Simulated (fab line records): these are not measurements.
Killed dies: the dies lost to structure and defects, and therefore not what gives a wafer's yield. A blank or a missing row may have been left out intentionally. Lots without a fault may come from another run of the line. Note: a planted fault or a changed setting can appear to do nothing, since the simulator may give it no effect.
fab line records | flow nandHarc
record: lots: 6 wafers: 18 lastDay: 31
route steps=1302 shown A_M0@1164 A_M1@1169 END@1302
lots that met no fault: taken from a fault-free run of the same line
startH: hours from the record's opening day to when the first of the lot's shown wafers began | waitH: how many hours have passed since the lot's step before this one | " identical to the entry in the row above | L1.1+2: one row covering several wafers at once | - no value present, or no start provided | * or withheld: withheld | < > ~ a bound
route shown NAME@n: NAME is a module with steps in the file, n the number in the route of the first one | usual: the fault-free wafers' mean and standard deviation | same: alike in all rows | chamber/n: place in a boat | sites: per-site readings | _std_site: their standard deviation | _edge_site: outer sites' mean less inner sites' | radiusMm: how far each site lies from the wafer's centre | mask NAME#n: copy n | behind: the tool/chamber that last shaped the wafer | hold: why the lot was held/for how many hours/how that ended | device: whichever transistor did not switch (one of n, p or np) | end of line: the tests these same wafers got at the end of their route | a step given without rows: its recipe and nothing more | killed: at the first sort, the dies lost to defects and structure; wafer yield is something else | map: shows each die of a wafer: x if killed, . if not, _ if none is there
set.NAME: the setting that was run; set.NAME@STEP: the one run at that earlier step | model.NAME: the simulator's own value behind a step, which no gauge read
lots seen at some steps along the route; tables by step, rows by wafer
services: the hour from which a tool's chamber was out of use, counted from the record's first day as startH (under 0 if before that day), plus the number of hours and why
== steps ==
step: NHARC_A_M0_SRD_25
step: NHARC_A_M0_INSPECT_27
usual: rawDefectCount: 580/170
columns lot.wafer tool chamber startH waitH rawDefectCount
L751.1 defectInspect-02 - 512.31 0.0 650
L751.2 " - " " 802
L751.4 " - " " 1245
L755.1 defectInspect-01 - 566.05 0.0 980
L755.3 " - " " 646
L755.6 " - " " 926
L758.4 defectInspect-02 - 605.54 0.0 528
L758.5 " - " " 433
L758.6 " - " " 608
L764.2 defectInspect-01 - 650.08 0.0 779
L764.5 " - " " 658
L764.6 " - " " 739
L765.3 defectInspect-02 - 652.51 0.0 432
L765.5 " - " " 412
L765.6 " - " " 495
L769.1 defectInspect-02 - 704.05 0.0 554
L769.4 " - " " 537
L769.6 " - " " 532
step: NHARC_A_M0_PRE_CLEAN_31
recipe: timeS: 12 tempC: 370 rfPowerW: 300 gas: NH3
usual: heaterPowerW: 634/75
same: timeS: 12
columns lot.wafer tool chamber startH waitH heaterPowerW
L751.1 pecvd-04 1 512.38 0.1 455
L751.2 " 0 " " 716
L751.4 " 1 " " 454
L755.3 pecvd-03 2 566.12 0.1 577
L755.1 " 1 " " 683
L755.6 " 1 " " 682
L758.5 pecvd-03 0 605.84 0.3 620
L758.4 " 1 " " 670
L758.6 " 2 " " 499
L764.2 pecvd-03 0 650.15 0.1 677
L764.6 " 1 " " 626
L764.5 " 2 " " 558
L765.3 pecvd-03 1 652.59 0.1 697
L765.5 " 0 " " 652
L765.6 " 2 " " 546
L769.1 pecvd-03 2 704.13 0.1 543
L769.6 " 1 " " 704
L769.4 " 0 " " 584
step: NHARC_A_M0_DEP_32
recipe: targetThkA: 300 tempC: 370 targetThkNm: 30 pressureTorr: 3 flowSccm: 200 rfW: 450 material: SiCN
usual: heaterPowerW: 574/84
columns lot.wafer tool chamber startH waitH heaterPowerW
L751.1 pecvd-04 1 512.46 0.1 456
L751.2 " 0 " " 681
L751.4 " 1 " " 469
L755.3 pecvd-03 2 566.20 0.1 488
L755.1 " 1 " " 546
L755.6 " 1 " " 555
L758.5 pecvd-03 0 606.01 0.2 620
L758.4 " 1 " " 571
L758.6 " 2 " " 449
L764.2 pecvd-03 0 650.23 0.1 623
L764.6 " 1 " " 565
L764.5 " 2 " " 417
L765.3 pecvd-03 1 652.69 0.1 600
L765.5 " 0 " " 568
L765.6 " 2 " " 504
L769.1 pecvd-03 2 704.24 0.1 427
L769.6 " 1 " " 558
L769.4 " 0 " " 584
step: NHARC_A_M1_DEP_00
recipe: targetThkA: 1825 targetThkNm: 182.5 tempC: withheld pressureTorr: 5 flowSccm: 200 rfW: 600 material: SiOC
step: NHARC_A_M1_DEHYDRATE_01
recipe: tempC: 150 timeS: 120
step: NHARC_A_M1_HMDS_02
recipe: timeS: 30
step: NHARC_A_M1_COAT_34
recipe: tempC: 200 timeS: 65
step: NHARC_A_M1_COAT_03
recipe: spinRpm: 1500 resistThkNm: 90
step: NHARC_A_M1_SOFTBAKE_04
recipe: tempC: 105 timeS: 55
step: NHARC_A_M1_EBR_05
step: NHARC_A_M1_EXPOSE_06
recipe: na: 1.35 targetCdNm: 120 doseMj: 75.13 maskId: A_M1
usual: exposureDoseMJCm2: 75.12/0.17
columns lot.wafer tool chamber startH waitH mask exposureDoseMJCm2
L751.1 arfiScanner-01 0 513.54 - A_M1#0 75.15
L751.2 " 0 " " A_M1#0 75.12
L751.4 " 0 " " A_M1#0 75.14
L755.1 arfiScanner-02 0 567.30 - A_M1#0 75.48
L755.3 " 0 " " A_M1#0 75.38
L755.6 " 0 " " A_M1#0 75.39
L758.4 arfiScanner-02 0 607.30 - A_M1#0 59.51
L758.5 " 0 " " A_M1#0 59.55
L758.6 " 0 " " A_M1#0 59.59
L764.2 arfiScanner-02 0 651.34 - A_M1#0 62.73
L764.5 " 0 " " A_M1#0 62.82
L764.6 " 0 " " A_M1#0 62.73
L765.3 arfiScanner-01 0 653.77 - A_M1#0 75.08
L765.5 " 0 " " A_M1#0 74.94
L765.6 " 0 " " A_M1#0 75.04
L769.1 arfiScanner-03 0 705.21 - A_M1#0 74.94
L769.4 " 0 " " A_M1#0 74.98
L769.6 " 0 " " A_M1#0 74.88
step: NHARC_A_M1_PEB_07
recipe: pebTempC: 100 pebTimeS: 65
step: NHARC_A_M1_DEVELOP_08
recipe: developTimeS: 35 devTempC: 23
step: NHARC_A_M1_CD_MEAS_09
recipe: targetCdNm: 120 landingEnergyEv: 500
usual: cdNm: 120.8/0.5
columns lot.wafer tool chamber startH waitH cdNm
L751.1 cdSem-02 0 513.68 - 121.1
L751.2 " 0 " " 121.4
L751.4 " 0 " " 120.6
L755.1 cdSem-03 0 567.44 - 120.5
L755.3 " 0 " " 121.3
L755.6 " 0 " " 120.8
L758.4 cdSem-02 0 607.44 - 107.1
L758.5 " 0 " " 107.1
L758.6 " 0 " " 106.6
L764.2 cdSem-01 0 651.48 - 110.3
L764.5 " 0 " " 110.2
L764.6 " 0 " " 109.1
L765.3 cdSem-01 0 653.90 - 120.8
L765.5 " 0 " " 120.2
L765.6 " 0 " " 121.7
L769.1 cdSem-03 0 705.35 - 121.1
L769.4 " 0 " " 121.7
L769.6 " 0 " " 121.2
step: NHARC_A_M1_OVL_MEAS_10
recipe: pitchNm: 240
usual: overlayXNm: 0.1/0.94 overlayYNm: -0.1/0.79
columns lot.wafer tool chamber startH waitH overlayXNm overlayYNm
L751.1 overlay-01 - 513.77 - -0.2 0.4
L751.2 " - " " -0.5 0.1
L751.4 " - " " 0.4 0.3
L755.1 overlay-02 - 567.53 - -1.3 -0.2
L755.3 " - " " -1.1 -0.2
L755.6 " - " " -1.1 -0.6
L758.4 overlay-01 - 607.52 - 0.9 -0.6
L758.5 " - " " 0.4 -1.1
L758.6 " - " " 1.2 -0.8
L764.2 overlay-02 - 651.57 - -0.7 0.2
L764.5 " - " " -0.7 0.1
L764.6 " - " " -1.0 0.0
L765.3 overlay-02 - 653.99 - -0.3 -1.5
L765.5 " - " " -0.1 -1.3
L765.6 " - " " 0.4 -0.8
L769.1 overlay-02 - 705.44 - 0.1 -0.5
L769.4 " - " " 0.5 -0.4
L769.6 " - " " 0.4 -0.3
step: NHARC_A_M1_INSPECT_11
usual: rawDefectCount: 83/39
columns lot.wafer tool chamber startH waitH rawDefectCount
L751.1 defectInspect-01 - 513.81 0.0 72
L751.2 " - " " 70
L751.4 " - " " 79
L755.1 defectInspect-01 - 567.57 0.0 159
L755.3 " - " " 168
L755.6 " - " " 152
L758.4 defectInspect-02 - 607.56 0.0 29
L758.5 " - " " 27
L758.6 " - " " 28
L764.2 defectInspect-01 - 651.60 0.0 66
L764.5 " - " " 77
L764.6 " - " " 62
L765.3 defectInspect-02 - 654.02 0.0 85
L765.5 " - " " 96
L765.6 " - " " 105
L769.1 defectInspect-02 - 705.47 0.0 119
L769.4 " - " " 109
L769.6 " - " " 106
step: NHARC_A_M1_DESCUM_14
recipe: timeS: 3 o2FlowSccm: 200 arFlowSccm: 0 biasPowerW: 0 chemistry: O2
usual: drypumpMotorCurrentA: 5.5/0.4 oesProductAu: 0.997/0.012 rfVppV: 57.8/1 showerheadPlenumPTorr: 1.92/0.082 throttleValvePct: 11.310/0.0095
same: timeS: 3
columns lot.wafer tool chamber startH waitH drypumpMotorCurrentA oesProductAu rfHoursCounterH rfVppV showerheadPlenumPTorr throttleValvePct model.A_M1.cdNm
L751.2 rieDiel-03 3 513.87 0.1 5.9 1.007 1.7 56.3 1.88 11.313 121.1
L751.4 " 0 " " 6.1 1.009 1.7 56.7 1.96 11.318 121.2
L751.1 " 2 " " 5.1 0.998 1.6 58.7 1.85 11.306 119.4
L755.1 rieDiel-08 2 567.64 0.1 5.3 1.003 0.6 58.2 2.04 11.305 120.6
L755.3 " 3 " " 5.5 0.999 0.6 58.1 1.81 11.286 121.5
L755.6 " 2 " " 5.3 1.007 - 57.4 2.04 11.301 120.8
L758.4 rieDiel-04 0 607.62 0.1 5.4 0.982 3.3 56.6 1.83 11.302 106.8
L758.6 " 3 " " 5.3 0.996 - 56.9 1.78 11.309 107.2
L758.5 " 0 " " 5.4 0.968 - 57.8 1.83 11.311 106.5
L764.2 rieDiel-03 0 651.69 0.1 6.1 0.999 0 58.5 1.96 11.290 109.4
L764.5 " 1 " " 5.1 1.016 - 57.1 2.03 11.311 109.5
L764.6 " 2 " " 5.1 1.000 - 58.5 1.85 11.319 108.2
L765.3 rieDiel-04 3 654.09 0.1 5.2 1.016 6.2 57.3 1.78 11.297 121.2
L765.5 " 2 " " 5.8 0.998 - 58.4 2.04 11.316 119.3
L765.6 " 3 " " 5.2 1.011 - 59.5 1.78 11.317 122.1
L769.1 rieDiel-08 0 705.53 0.1 5.8 0.993 3.1 58.9 1.91 11.318 121.2
L769.4 " 3 " " 5.5 1.008 3.3 56.8 1.81 11.288 120.7
L769.6 " 1 " " 5.7 0.985 - 57.6 1.97 11.309 121.1
step: NHARC_A_M1_ETCH_35
recipe: targetDepthA: 400 overetchA: 120 timeS: 43.94 ionEnergyEv: 200 n2FlowSccm: 150 h2FlowSccm: 150 arFlowSccm: 0 rfW: 400 biasW: 150 chemistry: N2/H2
usual: drypumpMotorCurrentA: 5.5/0.39 oesProductAu: 0.999/0.011 rfVppV: 430.6/2.7 showerheadPlenumPTorr: 2.05/0.088 throttleValvePct: 14.172/0.0096
same: timeS: 43.94
columns lot.wafer tool chamber startH waitH drypumpMotorCurrentA oesProductAu rfHoursCounterH rfVppV showerheadPlenumPTorr throttleValvePct
L751.4 rieDiel-03 0 513.96 0.1 6.2 1.007 1.7 430.0 2.09 14.178
L751.2 " 1 " " 5.1 1.000 1.9 433.1 2.17 14.169
L751.1 " 2 " " 5.1 0.996 1.6 426.3 1.97 14.170
L755.1 rieDiel-08 0 567.72 0.1 5.8 0.990 0.4 429.0 2.04 14.172
L755.3 " 2 " " 5.2 1.001 0.6 436.2 2.17 14.186
L755.6 " 0 " " 5.8 0.995 - 430.5 2.04 14.173
L758.4 rieDiel-04 3 607.71 0.1 5.2 1.003 3.2 425.6 1.89 14.182
L758.5 " 1 " " 5.0 0.993 - 431.8 2.05 14.178
L758.6 " 2 " " 5.8 0.984 - 433.0 2.18 14.196
L764.2 rieDiel-03 0 651.76 0.1 6.2 1.011 0.0 432.5 2.09 14.169
L764.6 " 2 " " 5.1 1.002 - 428.8 1.97 14.174
L764.5 " 3 " " 5.9 0.990 - 429.4 2.00 14.180
L765.3 rieDiel-04 2 654.17 0.1 5.8 0.991 6.0 435.6 2.18 14.178
L765.5 " 2 " " 5.8 0.992 - 434.5 2.18 14.165
L765.6 " 3 " " 5.3 1.030 - 425.8 1.89 14.163
L769.1 rieDiel-08 1 705.62 0.1 5.7 0.982 3.4 430.5 2.10 14.166
L769.4 " 3 " " 5.5 1.009 3.3 424.9 1.93 14.165
L769.6 " 2 " " 5.3 0.997 - 433.1 2.17 14.177
step: NHARC_A_M1_ETCH_15
recipe: targetDepthA: 1825 timeS: 91.2 c4f8FlowSccm: withheld arFlowSccm: 400 rfW: 600 biasW: 300 chemistry: C4F8/Ar
usual: oesProductAu: 0.947/0.025 rfVppV: 441.1/2.7
same: timeS: 91.2
columns lot.wafer tool chamber startH waitH oesProductAu rfHoursCounterH rfVppV
L751.4 rieDiel-03 1 - - 0.986 1.9 445.1
L751.2 " 2 " " 0.972 1.6 438.4
L751.1 " 3 " " 0.955 1.7 440.6
L755.3 rieDiel-08 0 - - 0.977 0.5 440.1
L755.1 " 1 " " 0.955 0.5 442.2
L755.6 " 2 " " 0.961 - 445.3
L758.4 rieDiel-04 1 - - 0.970 3.5 441.7
L758.5 " 0 " " 0.942 - 439.3
L758.6 " 1 " " 0.968 - 441.1
L764.2 rieDiel-03 0 - - 0.983 0.0 443.0
L764.6 " 0 " " 0.972 - 442.0
L764.5 " 1 " " 0.978 - 444.7
L765.3 rieDiel-04 0 - - 0.912 6.9 439.8
L765.6 " 3 " " 0.936 - 435.4
L765.5 " 0 " " 0.906 - 437.2
L769.1 rieDiel-08 2 - - 0.971 3.2 446.3
L769.4 " 3 " " 0.970 3.3 437.1
L769.6 " 3 " " 0.979 - 437.0
step: NHARC_A_M1_CD_MEAS_16
usual: cdNm: 120.6/0.91
columns lot.wafer tool chamber startH waitH cdNm
L751.1 cdSem-03 - 514.17 - 119.3
L751.2 " - " " 120.8
L751.4 " - " " 120.9
L755.1 cdSem-01 - 567.94 - 121.2
L755.3 " - " " 121.5
L755.6 " - " " 120.8
L758.4 cdSem-01 - 607.93 - 106.8
L758.5 " - " " 106.0
L758.6 " - " " 107.8
L764.2 cdSem-01 - 651.97 - 109.8
L764.5 " - " " 109.2
L764.6 " - " " 107.9
L765.3 cdSem-01 - 654.39 - 121.5
L765.5 " - " " 119.1
L765.6 " - " " 122.6
L769.1 cdSem-01 - 705.84 - 121.1
L769.4 " - " " 120.8
L769.6 " - " " 121.7
step: NHARC_A_M1_STRIP_18
recipe: powerW: 1000 n2FlowSccm: 150 h2FlowSccm: 150 arFlowSccm: 0 biasW: 0 chemistry: N2/H2
usual: drypumpMotorCurrentA: 5.5/0.38 oesProductAu: 0.999/0.011 rfVppV: 90.7/0.92 showerheadPlenumPTorr: 2.04/0.095 throttleValvePct: 14.171/0.0076
columns lot.wafer tool chamber startH waitH drypumpMotorCurrentA oesProductAu rfHoursCounterH rfVppV showerheadPlenumPTorr throttleValvePct
L751.1 rieDiel-04 1 514.25 0.1 5.0 1.003 10 91.9 2.05 14.165
L751.2 " 3 " " 5.3 0.996 11 90.4 1.90 14.172
L751.4 " 0 " " 5.4 1.008 11 90.0 1.95 14.177
L755.3 rieDiel-04 3 568.04 0.1 5.2 1.019 1 90.0 1.90 14.159
L755.1 " 1 " " 5.0 0.988 1 90.6 2.05 14.181
L755.6 " 2 " " 5.8 0.994 - 91.0 2.18 14.153
L758.4 rieDiel-03 0 608.08 0.1 6.1 0.999 7 91.9 2.09 14.177
L758.5 " 1 " " 5.0 1.003 - 90.4 2.16 14.162
L758.6 " 2 " " 5.1 0.995 - 89.7 1.97 14.165
L764.2 rieDiel-08 2 652.09 0.1 5.3 0.998 2 92.5 2.17 14.164
L764.5 " 0 " " 5.8 0.993 - 91.1 2.04 14.185
L764.6 " 1 " " 5.7 0.984 - 89.7 2.10 14.178
L765.3 rieDiel-03 1 654.49 0.1 5.1 1.013 0 91.5 2.16 14.178
L765.6 " 0 " " 6.2 1.002 - 92.2 2.09 14.179
L765.5 " 1 " " 5.0 1.016 - 91.5 2.16 14.170
L769.1 rieDiel-04 3 705.94 0.1 5.3 1.015 9 91.0 1.89 14.175
L769.4 " 1 " " 5.0 0.985 9 90.4 2.05 14.174
L769.6 " 3 " " 5.2 1.014 - 89.5 1.89 14.184
step: NHARC_A_M1_ETCH_28
recipe: targetDepthA: 300 overEtchFrac: 0.3 timeS: 72.99 ionEnergyEv: 150 cf4FlowSccm: 50 n2FlowSccm: 100 arFlowSccm: 150 rfW: 300 biasW: 100 chemistry: CF4/N2
usual: drypumpMotorCurrentA: 5.5/0.39 oesProductAu: 0.999/0.011 rfVppV: 314.2/2.1 showerheadPlenumPTorr: 2.63/0.11 throttleValvePct: 19.794/0.0087
same: timeS: 72.99
columns lot.wafer tool chamber startH waitH drypumpMotorCurrentA oesProductAu rfHoursCounterH rfVppV showerheadPlenumPTorr throttleValvePct model.A_M1.cdNm
L751.4 rieDiel-04 3 - - 5.3 0.987 11 310.9 2.45 19.795 119.9
L751.2 " 1 " " 5.0 0.991 10 314.5 2.64 19.809 119.3
L751.1 " 2 " " 5.8 0.983 9 317.5 2.79 19.793 119.8
L755.1 rieDiel-04 0 - - 5.4 0.991 1 312.4 2.52 19.799 120.2
L755.3 " 1 " " 5.0 0.996 1 314.2 2.64 19.774 121.2
L755.6 " 2 " " 5.8 0.976 - 317.0 2.79 19.796 120.9
L758.4 rieDiel-03 0 - - 6.1 1.003 7 314.1 2.68 19.802 107.3
L758.5 " 0 " " 6.1 1.001 - 315.8 2.68 19.795 106.6
L758.6 " 1 " " 5.0 0.992 - 316.7 2.77 19.781 106.3
L764.2 rieDiel-08 3 - - 5.5 1.007 3 310.9 2.49 19.813 110.3
L764.5 " 0 " " 5.8 0.993 - 313.8 2.63 19.795 109.3
L764.6 " 1 " " 5.7 0.973 - 315.4 2.70 19.803 107.1
L765.3 rieDiel-03 2 - - 5.1 1.003 0 312.4 2.55 19.801 120.8
L765.5 " 0 " " 6.1 1.013 - 314.9 2.68 19.783 120
L765.6 " 1 " " 5.0 1.022 - 316.6 2.77 19.800 122.4
L769.1 rieDiel-04 1 - - 5.0 0.989 9 314.4 2.64 19.780 120.5
L769.4 " 2 " " 5.8 0.985 9 318.0 2.79 19.780 120.5
L769.6 " 1 " " 5.0 0.995 - 316.1 2.64 19.798 121.2
step: NHARC_A_M1_STRIP_19
recipe: timeS: 600 tempC: 30 chemistry: postEtchResidueRemover
step: NHARC_END_SORT_01
recipe: tempC: 25
usual: defectLimitedYield: 91.7/2.5 killedAtArray: 52/18 killedAtOther: 1.0/1.4 killedAtPeriphery: 3.1/2.3 killedDies: 56/17 killedOpen: 3.0/1.7 killedShort: 2.5/1.7 sort_bin_2_pct: 3.0/1.1 sort_bin_3_pct: 0.6/0.36 sort_bin_4_pct: 4.8/1.4 sortNPass: 621/17 sortRimYieldPct: 91/4.6 sortYieldPct: 91.7/2.5
same: grossDies: 677 sort_bin_5_pct[%]: 0 sort_bin_6_pct[%]: 0 sort_bin_7_pct[%]: 0 sort_bin_8_pct[%]: 0 sortRimNGross: 106.00
columns lot.wafer tool chamber startH waitH defectLimitedYield[%] killedAtArray killedAtOther killedAtPeriphery killedDies killedOpen killedShort sort_bin_2_pct[%] sort_bin_3_pct[%] sort_bin_4_pct[%] sortNPass sortRimYieldPct[%] sortYieldPct[%]
L755.1 prober-01 0 611.73 2.5 88.8 73 2 1 76 2 0 4.6 1.3 5.3 601 93 88.8
L755.3 prober-01 0 613.34 3.1 88.0 76 3 2 81 0 2 4.0 1.2 6.8 596 95 88.0
L755.6 prober-01 0 615.76 4.0 86.4 89 1 2 92 4 1 5.0 1.0 7.5 585 87 86.4
L758.4 prober-02 0 647.00 3.4 94.2 37 0 2 39 1 2 2.5 0 3.2 638 94 94.2
L758.5 prober-02 0 647.79 3.7 93.5 39 0 5 44 4 1 3.8 0.3 2.4 633 95 93.5
L758.6 prober-02 0 648.59 4.0 92.3 44 1 7 52 3 2 3.8 0.4 3.4 625 94 92.3
L765.3 prober-01 0 685.19 3.1 91.9 52 0 3 55 1 0 2.7 0.7 4.7 622 92 91.9
L765.5 prober-01 0 686.79 3.7 89.8 68 0 1 69 4 1 3.4 0.9 5.9 608 89 89.8
L765.6 prober-01 0 687.59 4.0 90.1 60 4 3 67 2 3 4.6 1.0 4.3 610 89 90.1
L764.2 prober-01 0 692.22 2.8 92.3 49 0 3 52 6 3 3.2 0.9 3.5 625 90 92.3
L764.6 prober-01 0 695.40 4.0 91.0 56 0 5 61 5 3 3.8 0.4 4.7 616 91 91.0
killed by level:class
L755.1 A_SLIT:chamberFilmFlake=26 A_CHANNEL_HOLE_D1:chamberFilmFlake=22 A_CHANNEL_HOLE_D2:chamberFilmFlake=21 THIN_TSV:chamberFilmFlake=2 A_WL_FILL:geometricParticle:open=1 A_M1:geometricParticle:open=1 P_GATE:chamberFilmFlake=1 A_CHANNEL_FILL_D1:chamberFilmFlake=1
L755.3 A_CHANNEL_HOLE_D2:chamberFilmFlake=28 A_SLIT:chamberFilmFlake=20 A_CHANNEL_HOLE_D1:chamberFilmFlake=19 A_CONTACT:chamberFilmFlake=3 THIN_TSV:chamberFilmFlake=3 A_STAIRCASE:chamberFilmFlake=2 P_GATE:geometricParticle:short=1 A_CHANNEL_HOLE_D2:geometricParticle:short=1
L755.6 A_CHANNEL_HOLE_D2:chamberFilmFlake=34 A_SLIT:chamberFilmFlake=26 A_CHANNEL_HOLE_D1:chamberFilmFlake=19 A_DECK1_JOINT:chamberFilmFlake=2 A_STAIRCASE:chamberFilmFlake=2 P_STI:geometricParticle:short=1 P_M0:geometricParticle:open=1 A_CHANNEL_FILL_D2:geometricParticle:open=1
L758.4 A_CHANNEL_HOLE_D1:chamberFilmFlake=8 A_CHANNEL_HOLE_D2:chamberFilmFlake=8 A_M1:areaExpose=8 A_WL_FILL:chamberFilmFlake=4 A_DECK1_JOINT:chamberFilmFlake=3 P_GATE:chamberFilmFlake=2 A_ONON_D1:geometricParticle:open=1 A_ONON_D1:geometricParticle:short=1
L758.5 A_M1:areaExpose=15 A_CHANNEL_HOLE_D2:chamberFilmFlake=8 P_GATE:chamberFilmFlake=3 A_WL_FILL:chamberFilmFlake=3 A_CONTACT:chamberFilmFlake=3 A_M0:geometricParticle:open=2 A_CHANNEL_HOLE_D1:chamberFilmFlake=2 P_CONTACT:geometricParticle:open=1
L758.6 A_M1:areaExpose=18 A_CHANNEL_HOLE_D2:chamberFilmFlake=11 A_DECK1_JOINT:chamberFilmFlake=5 P_GATE:chamberFilmFlake=4 P_BONDPAD:chamberFilmFlake=2 A_SLIT:chamberFilmFlake=2 A_WL_FILL:chamberFilmFlake=2 A_SOURCE_PLATE:geometricParticle:open=1
L765.3 A_CHANNEL_HOLE_D1:chamberFilmFlake=19 A_CHANNEL_HOLE_D2:chamberFilmFlake=17 A_CONTACT:chamberFilmFlake=7 A_STAIRCASE:chamberFilmFlake=4 P_M0:geometricParticle:open=1 P_GATE:chamberFilmFlake=1 P_M2:chamberFilmFlake=1 A_ZERO_WELL:chamberFilmFlake=1
L765.5 A_CHANNEL_HOLE_D1:chamberFilmFlake=29 A_CHANNEL_HOLE_D2:chamberFilmFlake=15 A_STAIRCASE:chamberFilmFlake=9 A_CONTACT:chamberFilmFlake=5 A_SLIT:chamberFilmFlake=3 A_ONON_D1:geometricParticle:open=1 A_CHANNEL_FILL_D1:geometricParticle:short=1 A_DECK1_JOINT:geometricParticle:open=1
L765.6 A_CHANNEL_HOLE_D1:chamberFilmFlake=25 A_CHANNEL_HOLE_D2:chamberFilmFlake=15 A_STAIRCASE:chamberFilmFlake=6 THIN_TSV:chamberFilmFlake=4 A_SLIT:chamberFilmFlake=3 A_CONTACT:chamberFilmFlake=3 A_WL_FILL:geometricParticle:short=2 A_ZERO_WELL:chamberFilmFlake=2
L764.2 A_SLIT:chamberFilmFlake=27 A_CHANNEL_HOLE_D1:chamberFilmFlake=8 A_ONON_D2:geometricParticle:open=3 A_CONTACT:chamberFilmFlake=2 P_GATE:geometricParticle:open=1 A_CHANNEL_HOLE_D1:geometricParticle:short=1 A_DECK1_JOINT:geometricParticle:open=1 A_CHANNEL_FILL_D2:geometricParticle:short=1
L764.6 A_SLIT:chamberFilmFlake=26 A_CHANNEL_HOLE_D1:chamberFilmFlake=9 A_M1:areaExpose=8 A_CONTACT:chamberFilmFlake=3 P_GATE:chamberFilmFlake=2 P_M0:geometricParticle:open=1 P_M1:geometricParticle:open=1 A_ONON_D1:geometricParticle:open=1
== services ==
columns tool chamber startH hours kind
arfiScanner-02 - 496.80 0.4 repair
arfiScanner-02 - 504.23 4.0 pm
rieDiel-04 3 519.75 9.5 repair
rieDiel-04 - 531.90 9.0 pm
rieDiel-08 0 534.50 1.5 repair
rieDiel-08 - 544.80 9.0 pm
pecvd-03 - 547.96 13.0 pm
arfiScanner-02 - 549.00 2.5 repair
pecvd-04 - 575.74 1.2 repair
rieDiel-08 0 582.77 3.9 repair
arfiScanner-01 - 583.03 0.8 repair
arfiScanner-01 - 584.37 6.4 repair
rieDiel-08 2 590.06 6.8 repair
arfiScanner-01 - 596.00 4.0 pm
pecvd-04 - 596.02 11.9 repair
rieDiel-04 - 624.73 1.4 repair
rieDiel-08 - 625.69 0.4 repair
rieDiel-08 3 631.29 2.4 repair
rieDiel-03 - 642.17 9.0 pm
rieDiel-04 0 660.50 12.4 repair
arfiScanner-02 - 676.23 4.0 pm
rieDiel-04 1 681.28 22.2 repair
rieDiel-03 3 681.79 4.7 repair
rieDiel-03 3 702.16 4.3 repair
== key ==
firstSign: step: NHARC_A_M1_EXPOSE_06 reading: exposureDoseMJCm2 direction: down sigmas: 84 usual: 75.12 struck: 61.16
effect: step: NHARC_A_M1_CD_MEAS_09 reading: cdNm direction: down sigmas: 25 usual: 120.8 struck: 108.4 through: controlLoop
effect: step: NHARC_A_M1_CD_MEAS_16 reading: cdNm direction: down sigmas: 14 usual: 120.6 struck: 107.9 through: controlLoop
modelEffect: step: NHARC_A_M1_DESCUM_14 value: A_M1.cdNm without: 120.5 struck: 107.9
modelEffect: step: NHARC_A_M1_ETCH_28 value: A_M1.cdNm without: 120.3 struck: 107.8
metAt NHARC_A_M1_EXPOSE_06
struckWafers L758.4,L758.5,L758.6,L764.2,L764.5,L764.6
loopTrim: step: NHARC_A_M1_EXPOSE_06 setting: dose lots: L764
onsetBetween 567.30 607.30
fault: kind: processParameterDrift tool: arfiScanner-02 chamber: - onsetH: 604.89 steps: NHARC_A_M1_EXPOSE_06 channel: doseMj offset: -15.814 shape: step actsIn: theseRecipesOnly stated: 75.13
loopTrim: a control loop set the setting to another value than it would have without faults
